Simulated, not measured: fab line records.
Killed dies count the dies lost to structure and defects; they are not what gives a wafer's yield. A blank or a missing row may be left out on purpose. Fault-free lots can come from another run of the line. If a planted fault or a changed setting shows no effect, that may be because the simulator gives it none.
Matching of chambers ; flow n5-finfet ; 4 sister chambers for N5_BEOL_M7_ETCH_61 on rie-diel-05
The step etches SiARC in CF4, target depth 45.5 nm, time 75.8 s. 4 wafers are shown with their chamber, then 12 later ones without.

EACH WAFER AND ITS CHAMBER
wafer;chamber;showerhead-plenum-p-Torr (Torr)
L084.4;3;2.22
L085.1;2;2.18
L085.4;1;2.04
L085.6;0;2.05

WAFERS WHOSE CHAMBER IS MISSING
wafer;showerhead-plenum-p-Torr (Torr)
L086.1;2.22
L086.3;2.04
L086.5;2.22
L088.1;2.22
L088.3;2.05
L088.4;2.22
L091.2;2.21
L091.3;2.05
L091.6;2.17
L095.1;2.17
L095.3;2.05
L095.4;2.29

WHICH CHAMBER EACH ONE RAN IN
wafer;from the rows above;in truth
L086.1;can't be placed: 3 or 2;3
L086.3;can't be placed: 1 or 0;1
L086.5;can't be placed: 3 or 2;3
L088.1;can't be placed: 3 or 2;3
L088.3;can't be placed: 0 or 1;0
L088.4;can't be placed: 3 or 2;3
L091.2;can't be placed: 3 or 2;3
L091.3;can't be placed: 0 or 1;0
L091.6;can't be placed: 2 or 3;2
L095.1;can't be placed: 2 or 3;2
L095.3;can't be placed: 0 or 1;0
L095.4;can't be placed: 3 or 2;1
Placed correctly: 0 of 12. Cannot be placed on the basis of these rows: 12; the candidates contain the true chamber in 11. Number placed wrongly: 0.
How it was worked out, from the rows above alone: a wafer's distance from a chamber is the root of the sum, over the readings, of the square of ((its reading less the chamber's mean) divided by the reading's scatter). The wafer belongs to the nearest chamber; if the next one is less than 2 further off, it can't be placed. For every chamber, the mean is computed from those of its wafers that are shown. The scatter: with one shown wafer a chamber, the root of the mean of the squares of how far each hidden wafer lies from its nearest shown one.
